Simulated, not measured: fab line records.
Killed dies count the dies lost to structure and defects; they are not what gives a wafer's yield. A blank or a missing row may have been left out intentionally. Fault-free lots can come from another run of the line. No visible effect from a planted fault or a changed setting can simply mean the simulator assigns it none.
The tool behind it: which one? -- flow n5_finfet -- 24 lots with 72 wafers sampled at 2 steps, on a route of 1938 steps

== WHAT EACH GAUGE READ, for each wafer ==
N5_HKMG_FIN_THK_MEAS_70: measures by xrf. Usual: HK_THK gives 1.626 nm (standard deviation 0.019).
lot,measured,on,HK_THK (nm),flag
L074,day 4 05:23,film_metro-02,1.578 1.612 1.623,
L075,day 4 08:05,film_metro-01,1.633 1.609 1.652,
L076,day 4 13:11,film_metro-02,1.643 1.650 1.622,
L077,day 5 00:01,film_metro-02,1.644 1.627 1.641,
L078,day 5 01:28,film_metro-01,1.644 1.627 1.623,
L079,day 5 11:20,film_metro-01,1.622 1.632 1.633,
L080,day 5 16:37,film_metro-01,1.650 1.655 1.640,
L081,day 5 23:59,film_metro-02,1.619 1.629 1.645,
L082,day 6 02:27,film_metro-02,1.611 1.621 1.629,
L083,day 6 10:46,film_metro-01,1.625 1.609 1.634,
L084,day 6 13:56,film_metro-01,1.646 1.637 1.626,
L085,day 6 21:20,film_metro-01,1.642 1.633 1.653,
L086,day 7 08:57,film_metro-01,1.633 1.639 1.609,
L087,day 7 13:04,film_metro-01,1.643 1.611 1.642,
L088,day 7 14:17,film_metro-02,1.600 1.637 1.572,
L089,day 8 07:31,film_metro-02,1.599 1.602 1.649,
L090,day 8 08:14,film_metro-01,1.637 1.614 1.633,
L091,day 8 10:07,film_metro-01,1.631 1.626 1.626,
L092,day 8 14:38,film_metro-01,1.622 1.645 1.635,
L093,day 8 20:18,film_metro-02,1.592 1.624 1.602,
L094,day 9 06:37,film_metro-02,1.572 1.620 1.586,
L095,day 9 07:28,film_metro-01,1.627 1.619 1.631,
L096,day 9 15:53,film_metro-01,1.642 1.624 1.624,
L097,day 9 19:40,film_metro-02,1.648 1.601 1.579,

N5_HKMG_FIN_OVL_MEAS_13. Usual: NWFM_OVL gives -0.1 nm (standard deviation 0.84).
lot,measured,on,NWFM_OVL (nm),flag
L074,day 4 06:10,overlay-01,0.0 -0.2 -1.6,
L075,day 4 08:59,overlay-02,1.2 0.4 1.1,
L076,day 4 13:59,overlay-02,-0.3 0.1 0.0,
L077,day 5 00:56,overlay-01,0.2 -0.1 -0.5,
L078,day 5 02:15,overlay-01,0.1 -0.4 -0.1,
L079,day 5 12:14,overlay-01,0.2 1.1 0.5,
L080,day 5 17:24,overlay-01,1.2 -1.2 0.7,
L081,day 6 00:53,overlay-02,-1.4 -0.7 -0.8,
L082,day 6 03:22,overlay-01,-1.6 0.1 0.2,
L083,day 6 11:32,overlay-02,-1.0 0.1 0.4,
L084,day 6 14:50,overlay-02,-1.2 -1.8 -1.3,
L085,day 6 22:15,overlay-02,-1.2 -0.2 -0.7,
L086,day 7 09:52,overlay-01,-1.1 0.7 -0.1,
L087,day 7 13:51,overlay-01,-0.5 2.1 0.6,
L088,day 7 15:11,overlay-01,-1.4 -0.7 -0.3,
L089,day 8 08:26,overlay-01,0.3 0.0 1.1,
L090,day 8 09:08,overlay-02,-0.7 0.0 0.2,
L091,day 8 10:53,overlay-01,-0.5 -0.9 -1.1,
L092,day 8 15:33,overlay-01,0.7 -1.0 0.0,
L093,day 8 21:13,overlay-02,-0.1 -0.9 -0.1,
L094,day 9 07:31,overlay-02,0.9 0.4 0.6,
L095,day 9 08:15,overlay-02,-0.9 2.2 0.1,
L096,day 9 16:48,overlay-02,-0.5 -0.3 0.1,
L097,day 9 20:34,overlay-02,-0.4 1.4 1.2,

== EACH LOT AND THE TOOL THAT RAN IT (in order: tool; ch and the chambers of the sampled wafers; start) ==
Before these readings, the record contains no process step.

== WHAT THE TOOLS THEMSELVES READ (means of the sampled wafers that have a number; where no wafer has one, the mark that the record gives instead) ==
The record holds no such reading with a usual standard deviation.

== THE ANSWER, worked out from the rows above alone ==
Rule: a lot is off if the mean of its wafers that have a number lies more than 3 standard deviations from the usual mean. A lot without any number at a reading at which 4 lots or more have one is off too. Any other lot the step has rows for is counted as sound. Order of review: gauges by route order, followed by the tools' own readings, for which a lot's mean as printed above is used. At the first step where some lot is off, the reading lying furthest off is the one used; lots without a number count as furthest.
No lot is off at any reading shown: from this, nothing can be told.

== WHAT HAD BEEN PUT IN BY THE SIMULATOR ==
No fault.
